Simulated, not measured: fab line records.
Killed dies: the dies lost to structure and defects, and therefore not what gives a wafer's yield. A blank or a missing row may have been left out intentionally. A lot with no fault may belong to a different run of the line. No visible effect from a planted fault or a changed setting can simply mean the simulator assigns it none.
Chamber matching + flow n5 finfet + 3 sister chambers for N5_BEOL_M6_CURE_75 on uv cure-03
The step cures SiCOH lowk, time 120 s. 6 wafers are shown with their chamber, then 11 later ones without.

== WAFERS, EACH WITH ITS CHAMBER ==
| wafer  | chamber | wafer_temp_C_max | lamp power pct (%) |
|--------|---------|------------------|--------------------|
| L074.2 | 2       | 372.5            | 52.41              |
| L074.5 | 2       | 372.0            | 52.30              |
| L083.4 | 1       | 371.7            | 52.31              |
| L083.6 | 1       | 371.4            | 52.25              |
| L088.5 | 0       | 371.3            | 52.29              |
| L092.2 | 0       | 372.3            | 52.29              |

== WAFERS MISSING THEIR CHAMBER ==
| wafer  | wafer_temp_C_max | lamp power pct (%) |
|--------|------------------|--------------------|
| L092.4 | 371.5            | 52.26              |
| L092.6 | 371.5            | 52.29              |
| L091.1 | 372.4            | 52.33              |
| L091.4 | 372.4            | 52.30              |
| L091.5 | 371.9            | 52.22              |
| L094.1 | 371.7            | 52.35              |
| L094.2 | 371.9            | 52.31              |
| L094.6 | 371.4            | 52.25              |
| L095.3 | 371.8            | 52.37              |
| L095.5 | 371.4            | 52.32              |
| L095.6 | 371.9            | 52.32              |

== THE CHAMBER EACH PASSED THROUGH ==
| wafer  | from the rows above          | in truth |
|--------|------------------------------|----------|
| L092.4 | can't be placed: 1 or 0      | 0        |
| L092.6 | can't be placed: 1 or 0 or 2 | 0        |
| L091.1 | can't be placed: 2 or 0 or 1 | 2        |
| L091.4 | can't be placed: 2 or 0 or 1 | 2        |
| L091.5 | can't be placed: 0 or 1 or 2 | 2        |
| L094.1 | can't be placed: 2 or 0 or 1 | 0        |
| L094.2 | can't be placed: 0 or 1 or 2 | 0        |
| L094.6 | can't be placed: 1 or 0      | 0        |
| L095.3 | can't be placed: 2 or 0 or 1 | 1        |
| L095.5 | can't be placed: 1 or 0 or 2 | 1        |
| L095.6 | can't be placed: 0 or 2 or 1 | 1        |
Placed correctly: 0 of 11. From these rows, 11 cannot be placed; in 11 the true chamber is one of the candidates. Placed wrongly: 0.
How it was worked out, from the rows above alone: a wafer's distance from a chamber is the root of the sum, over the readings, of the square of ((its reading less the chamber's mean) divided by the reading's scatter). The wafer belongs to the nearest chamber; if the next one is less than 2 further off, it can't be placed. The mean given for a chamber averages the wafers shown for that chamber. The scatter: the root of (the sum of the squares of (reading less its chamber's mean) over the shown wafers, divided by (wafers less chambers)).
